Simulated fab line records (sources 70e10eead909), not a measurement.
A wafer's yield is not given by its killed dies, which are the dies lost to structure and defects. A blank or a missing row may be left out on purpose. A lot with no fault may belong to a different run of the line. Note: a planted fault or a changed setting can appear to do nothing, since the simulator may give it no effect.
2 desks, one fault ; flow nand harc ; each desk holds nothing but its own numbers, with what lay behind them at the end

FOR THE TOOL OWNER'S DESK: ald sin batch-03
The tool's own readings at NHARC_A_CHANNEL_FILL_D1_ALD_03 (deposits SiNx, target thk 6 nm, pulse time 60 s, ald cycles 58): means of the sampled wafers that have a number, for each lot that ran on this tool. Any lot whose mean is over 4 standard deviations away from the usual mean is out of limits and marked OUT; that distance is given in the brackets.
Columns: A = precursor pulse height rel at NHARC_A_CHANNEL_FILL_D1_ALD_03, usual 0.999; B = susceptor temp C at NHARC_A_CHANNEL_FILL_D1_ALD_03, usual 629.98 C
lot;first seen here;A;B
L910;day 9 06:24;0.995;629.75
L912;day 10 05:12;0.990;-
L913;day 10 12:22;0.992;630.30
L924;day 15 08:50;0.979;606.92 (-77) OUT
L932;day 18 09:44;0.992;630.14
This desk's finding: out of limits on L924; first on L924, day 15 08:50 (susceptor temp C at NHARC_A_CHANNEL_FILL_D1_ALD_03). In limits: L910, L912, L913, L932.

FROM THE METROLOGY DESK
What the gauges read for every lot (on any tool): the sampled wafers with a number, averaged. Any lot whose mean is over 4 standard deviations away from the usual mean is out of limits and marked OUT; that distance is given in the brackets.
Columns: A = cd nm at NHARC_A_CHANNEL_HOLE_D1_CD_MEAS_30, usual 90.3 nm
lot;first seen here;A
L909;day 8 09:38;90.7
L910;day 9 02:35;90.0
L911;day 9 09:42;91.4
L912;day 9 22:17;89.7
L913;day 10 08:33;89.0
L914;day 10 23:51;90.3
L915;day 11 07:52;90.2
L916;day 12 02:22;90.0
L924;day 15 05:01;90.4
L930;day 17 06:59;91.5
L931;day 18 02:05;91.4
L932;day 18 05:55;90.2
Result from this desk: across the 12 lots, nothing is out of limits.

BROUGHT TOGETHER
At day 15 08:50, on L924, the tool owner's desk was in a position to raise an alarm.
The metrology desk saw nothing out of limits.
The metrology desk holds a record of L924, inside its limits.
The lots listed all ran NHARC_A_CHANNEL_FILL_D1_ALD_03 on ald sin batch-03.

WHAT THE SIMULATOR HAD PUT IN
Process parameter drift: ald sin batch-03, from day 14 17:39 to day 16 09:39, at NHARC_A_CHANNEL_FILL_D1_ALD_03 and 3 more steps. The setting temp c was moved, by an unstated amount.
Lots struck among those shown: L924.
Each desk's first reading out of limits, in hours after the fault started: the tool owner's desk, 15.
